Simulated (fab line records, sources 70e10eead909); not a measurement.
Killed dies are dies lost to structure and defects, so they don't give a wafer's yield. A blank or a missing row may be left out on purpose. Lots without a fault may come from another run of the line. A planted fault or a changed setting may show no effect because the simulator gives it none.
Which tool did it? | flow nand_harc | 14 lots, 42 wafers sampled, at 5 steps of a route of 1302

WHAT THE GAUGES READ, wafer by wafer
NHARC_P_M1_CD_MEAS_16.
lot  | measured     | on        | cd_nm (nm)
L623 | day 6 10:57  | cd_sem-02 | 129.5 129.6 129.4
L624 | day 7 04:38  | cd_sem-03 | 129.1 130.2 130.0
L626 | day 7 12:26  | cd_sem-03 | 129.7 130.5 130.7
L627 | day 7 18:58  | cd_sem-03 | 130.2 130.4 130.0
L628 | day 8 07:36  | cd_sem-01 | 130.2 129.8 129.9
L630 | day 9 09:50  | cd_sem-01 | 130.0 129.3 129.3
L631 | day 9 10:32  | cd_sem-02 | 129.8 130.2 130.7
L632 | day 10 10:59 | cd_sem-02 | 130.4 129.4 130.5
L633 | day 10 13:26 | cd_sem-03 | 130.2 131.2 130.7
L638 | day 12 11:59 | cd_sem-02 | 129.0 128.9 129.6
L640 | day 13 09:30 | cd_sem-02 | 130.6 130.9 130.6
L641 | day 13 16:59 | cd_sem-02 | 129.9 129.7 130.0
L643 | day 14 18:55 | cd_sem-01 | 129.6 130.2 130.7
L646 | day 15 19:15 | cd_sem-03 | 129.9 129.7 129.7

NHARC_P_M2_CD_MEAS_09: target cd 170 nm.
lot  | measured     | on        | cd_nm (nm)
L623 | day 6 14:37  | cd_sem-02 | 170.5 169.5 169.7
L624 | day 7 08:21  | cd_sem-03 | 170.0 170.5 170.6
L626 | day 7 16:18  | cd_sem-02 | 170.2 170.5 171.4
L627 | day 7 22:28  | cd_sem-02 | 170.3 169.6 169.5
L628 | day 8 11:17  | cd_sem-03 | 169.9 169.6 170.3
L630 | day 9 13:23  | cd_sem-01 | 169.9 171.4 170.4
L631 | day 9 14:12  | cd_sem-03 | 170.0 169.5 170.2
L632 | day 10 14:59 | cd_sem-03 | 170.4 170.2 170.1
L633 | day 10 17:14 | cd_sem-02 | 170.6 169.9 170.5
L638 | day 12 15:39 | cd_sem-02 | 171.0 170.7 171.0
L640 | day 13 13:04 | cd_sem-03 | 170.3 170.1 151.2
L641 | day 13 20:38 | cd_sem-02 | 170.4 169.8 170.4
L643 | day 14 22:34 | cd_sem-03 | 170.3 150.6 170.2
L646 | day 15 23:05 | cd_sem-03 | 170.3 170.1 170.6

NHARC_P_M2_OVL_MEAS_10: pitch 340 nm.
lot  | measured     | on         | overlay_x_nm (nm) | overlay_y_nm (nm)
L623 | day 6 14:42  | overlay-02 | 1.0 0.7 0.6       | -0.1 -0.3 0.2
L624 | day 7 08:26  | overlay-02 | 0.0 -0.4 -0.1     | -1.4 -1.3 -1.7
L626 | day 7 16:23  | overlay-01 | 1.7 1.4 1.0       | 0.1 0.0 -0.1
L627 | day 7 22:34  | overlay-01 | -0.4 0.0 -0.5     | 0.0 0.0 -0.4
L628 | day 8 11:22  | overlay-01 | 0.9 0.8 1.1       | 0.0 0.5 0.5
L630 | day 9 13:28  | overlay-01 | -0.3 -0.5 -0.8    | -0.4 -1.1 -0.1
L631 | day 9 14:17  | overlay-02 | -0.6 -1.6 -0.8    | 0.5 0.3 0.4
L632 | day 10 15:04 | overlay-02 | -0.1 0.1 0.1      | 0.4 0.5 0.6
L633 | day 10 17:20 | overlay-02 | -1.1 -0.2 -1.1    | 0.3 0.0 0.4
L638 | day 12 15:44 | overlay-01 | -0.4 0.0 0.3      | -0.2 0.0 0.2
L640 | day 13 13:10 | overlay-01 | -0.1 -0.1 0.0     | 0.2 0.3 0.9
L641 | day 13 20:44 | overlay-01 | 0.3 0.0 0.4       | 0.2 -0.3 0.1
L643 | day 14 22:39 | overlay-01 | -0.8 -0.8 -0.8    | -0.1 -0.3 0.2
L646 | day 15 23:10 | overlay-01 | 0.7 1.0 0.6       | -0.5 -0.9 -1.6

WHICH TOOL RAN EACH LOT (tool, then ch and the chambers of the sampled wafers, then the start)
lot  | NHARC_P_M1_PVD_20                       | NHARC_P_M2_PEB_07
L623 | pvd_sputter-01, day 6 14:32 or earlier  | litho_track-06 ch 0, day 6 14:32
L624 | pvd_sputter-02, day 7 08:16 or earlier  | litho_track-01 ch 0, day 7 08:16
L626 | pvd_sputter-03, day 7 16:13 or earlier  | litho_track-06 ch 0, day 7 16:13
L627 | pvd_sputter-02, day 7 22:23 or earlier  | litho_track-04 ch 0, day 7 22:23
L628 | pvd_sputter-02, day 8 11:11 or earlier  | litho_track-04 ch 0, day 8 11:11
L630 | pvd_sputter-03, day 9 13:19 or earlier  | litho_track-01 ch 0, day 9 13:19
L631 | pvd_sputter-01, day 9 14:07 or earlier  | litho_track-06 ch 0, day 9 14:07
L632 | pvd_sputter-02, day 10 14:54 or earlier | litho_track-04 ch 0, day 10 14:54
L633 | pvd_sputter-03, day 10 17:10 or earlier | litho_track-01 ch 0, day 10 17:10
L638 | pvd_sputter-03, day 12 15:34 or earlier | litho_track-06 ch 0, day 12 15:34
L640 | pvd_sputter-01, day 13 12:59 or earlier | litho_track-06 ch 0, day 13 12:59
L641 | pvd_sputter-01, day 13 20:34 or earlier | litho_track-04 ch 0, day 13 20:34
L643 | pvd_sputter-01, day 14 22:29 or earlier | litho_track-06 ch 0, day 14 22:29
L646 | pvd_sputter-01, day 15 23:00 or earlier | litho_track-01 ch 0, day 15 23:00
- NHARC_P_M1_PVD_20: deposits TaN, target thk 5 nm, time 8.06 s.
- NHARC_P_M2_PEB_07: peb time 65 s.

WHAT THE TOOLS THEMSELVES READ (means of the sampled wafers that have a number; where no wafer has one, the mark that the record gives instead)
NHARC_P_M1_PVD_20.
lot  | tool           | throttle_valve_pct (%)
L623 | pvd_sputter-01 | 30.0
L624 | pvd_sputter-02 | 29.7
L626 | pvd_sputter-03 | 30.1
L627 | pvd_sputter-02 | 29.7
L628 | pvd_sputter-02 | 30.1
L630 | pvd_sputter-03 | 29.9
L631 | pvd_sputter-01 | 30.6
L632 | pvd_sputter-02 | 30.8
L633 | pvd_sputter-03 | 29.2
L638 | pvd_sputter-03 | 29.5
L640 | pvd_sputter-01 | 29.6
L641 | pvd_sputter-01 | 30.4
L643 | pvd_sputter-01 | 30.4
L646 | pvd_sputter-01 | 29.8

NHARC_P_M2_PEB_07.
lot  | tool           | chill_plate_temp_C (C) | heater_power_total_W (W)
L623 | litho_track-06 | 23.07                  | 156.4
L624 | litho_track-01 | 23.03                  | 156.1
L626 | litho_track-06 | 22.90                  | 156.4
L627 | litho_track-04 | 23.06                  | 156.4
L628 | litho_track-04 | 22.88                  | 156.9
L630 | litho_track-01 | 23.07                  | 156.4
L631 | litho_track-06 | 23.20                  | 156.7
L632 | litho_track-04 | 22.97                  | 156.6
L633 | litho_track-01 | 23.03                  | 156.4
L638 | litho_track-06 | 22.97                  | 156.6
L640 | litho_track-06 | 23.01                  | 174.1
L641 | litho_track-04 | 23.10                  | 156.5
L643 | litho_track-06 | 23.05                  | 173.8
L646 | litho_track-01 | 22.96                  | 156.8

THE ANSWER, worked out from the rows above alone
Rule: what is usual is taken from the lots themselves. Put in order of their means at a reading, lots are off if they are a third of the lots or fewer, leave a main group of 4 or more, and stand apart from it by a gap of 3 or more times the standard deviation of the main group's means; of several such gaps the widest counts. A main group whose means are all the same, to the digits that the tables above print for the reading, isn't used. A lot without any number at a reading at which 4 lots or more have one is off too. The other lots that the step has rows for count as sound. The gauges are gone through in route order, then the tools' own readings, and for those a lot's mean is taken as printed above. The first step at which some lot is off is used, and at that step the reading that is off furthest; a lot without a number counts as furthest.
Off: L640, L643, at NHARC_P_M2_CD_MEAS_09 (cd_nm). The main group: mean 170.3 nm, standard deviation 0.33.
A tool fits if, at a process step before that reading, it ran every lot that is off, and no sound lot after the first of them. The gauges at NHARC_P_M2_CD_MEAS_09 aren't tried: what is off there is off at NHARC_P_M2_PEB_07 too, on other tools, and a gauge's error can't cause that. NHARC_P_M1_PVD_20 gives no start for some lots, so the hours and the order of its lots are those of NHARC_P_M2_PEB_07. One fits: litho_track-06 at NHARC_P_M2_PEB_07. Its last sound lot is L638 (day 12 15:34), its first lot that is off L640 (day 13 12:59): a fault that began between those two fits.
The tool's own readings at NHARC_P_M2_PEB_07 bear it out: on the lots that are off they differ by more than 5 times the standard deviation of the sound lots' means. heater_power_total_W reads 173.9 W there against 156.5 W on the sound lots.

WHAT THE SIMULATOR HAD PUT IN
Process parameter drift: litho_track-06, from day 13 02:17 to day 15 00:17, at NHARC_P_M2_PEB_07. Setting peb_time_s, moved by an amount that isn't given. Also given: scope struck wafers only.
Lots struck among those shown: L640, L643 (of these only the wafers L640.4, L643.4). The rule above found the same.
